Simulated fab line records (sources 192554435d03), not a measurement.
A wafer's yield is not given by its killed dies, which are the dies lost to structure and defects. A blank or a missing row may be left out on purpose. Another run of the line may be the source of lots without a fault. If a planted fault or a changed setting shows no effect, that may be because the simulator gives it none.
A single fault, viewed from 3 desks | flow n5_finfet | every desk sees just its own numbers, and what lay behind them comes last

## METROLOGY DESK
Lot by lot, what the gauges showed, no matter which tool ran the lot: averages of those sampled wafers that carry a number. Marked OUT: a lot whose mean sits more than 4 standard deviations from the usual mean, which makes it out of limits; the brackets give that distance.
Columns: A = cd_nm at N5_BEOL_M9_CD_MEAS_28, usual 70.06 nm; B = V8_OVL at N5_BEOL_M9_OVL_MEAS_29, usual -0.4 nm
lot  | first seen here | A     | B
L439 | day 10 16:08    | 69.92 | -0.5
L448 | day 12 09:58    | 70.09 | -0.4
L449 | day 13 02:32    | 69.97 | -0.2
L451 | day 13 11:26    | 69.90 | -0.2
L459 | day 15 22:57    | 69.87 | -0.2
L460 | day 16 01:21    | 69.70 | 0.3
This desk's finding: nothing out of limits on any of the 6 lots.

## THE DEFECT DESK
Per lot, the means of the sampled wafers with a number show what the inspections along the route counted. Marked OUT: a lot whose mean sits more than 4 standard deviations from the usual mean, which makes it out of limits; the brackets give that distance.
Columns: A = raw_defect_count at N5_BEOL_M9_INSPECT_30, usual 389
lot  | first seen here | A
L439 | day 10 16:13    | 270
L448 | day 12 10:04    | 518
L449 | day 13 02:37    | 441
L451 | day 13 11:31    | 493
L459 | day 15 23:02    | 293
L460 | day 16 01:26    | 365
This desk's finding: nothing out of limits on any of the 6 lots.

## THE TOOL OWNER'S DESK: rie_diel-04
The tool's own readings at N5_BEOL_M9_VIA_ETCH_34 (etches SiCOH lowk in C4F6/O2, target depth 182.4 nm, time 68.4 s): means of the sampled wafers that have a number, for each lot that ran on this tool. Marked OUT: a lot whose mean sits more than 4 standard deviations from the usual mean, which makes it out of limits; the brackets give that distance.
Columns: A = drypump_motor_current_A at N5_BEOL_M9_VIA_ETCH_34, usual 5.8 A; B = oes_product_au at N5_BEOL_M9_VIA_ETCH_34, usual 0.78 a.u.; C = rf_fwd_power_W at N5_BEOL_M9_VIA_ETCH_34, usual 342.0 W; D = rf_vpp_V at N5_BEOL_M9_VIA_ETCH_34, usual 666 V; E = showerhead_plenum_p_Torr at N5_BEOL_M9_VIA_ETCH_34, usual 2.89 Torr; F = throttle_valve_pct at N5_BEOL_M9_VIA_ETCH_34, usual 20.9 %
lot  | first seen here | A   | B    | C               | D   | E    | F
L448 | day 12 10:31    | 5.9 | 0.77 | 313.9 (-22) OUT | 703 | 2.88 | 20.7
L449 | day 13 02:50    | 5.9 | 0.76 | 313.9 (-22) OUT | 708 | 2.92 | 20.7
L459 | day 15 23:15    | 5.9 | 0.70 | 342.6           | 678 | 2.90 | 21.1
This desk's verdict: out of limits on L448, L449, starting with L448 at day 12 10:31 (rf_fwd_power_W at N5_BEOL_M9_VIA_ETCH_34). L459 stayed within limits.

## ALL TOGETHER
An alarm could have come from the tool owner's desk at day 12 10:31, on L448, L449.
Nothing out of limits was seen by the metrology desk.
The defect desk saw nothing out of limits.
The metrology desk holds a record of L448, L449, inside its limits.
The defect desk has L448, L449 on record, within its limits.
On rie_diel-04, each named lot ran N5_BEOL_M9_VIA_ETCH_34.

## WHAT HAD BEEN PUT IN BY THE SIMULATOR
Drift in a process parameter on rie_diel-04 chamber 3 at N5_BEOL_M9_VIA_ETCH_34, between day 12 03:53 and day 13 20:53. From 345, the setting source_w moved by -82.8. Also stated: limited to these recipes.
Shown lots that were struck: L448, L449.
Time in hours from fault onset to the first out-of-limits reading at each desk: the tool owner's desk, 7.
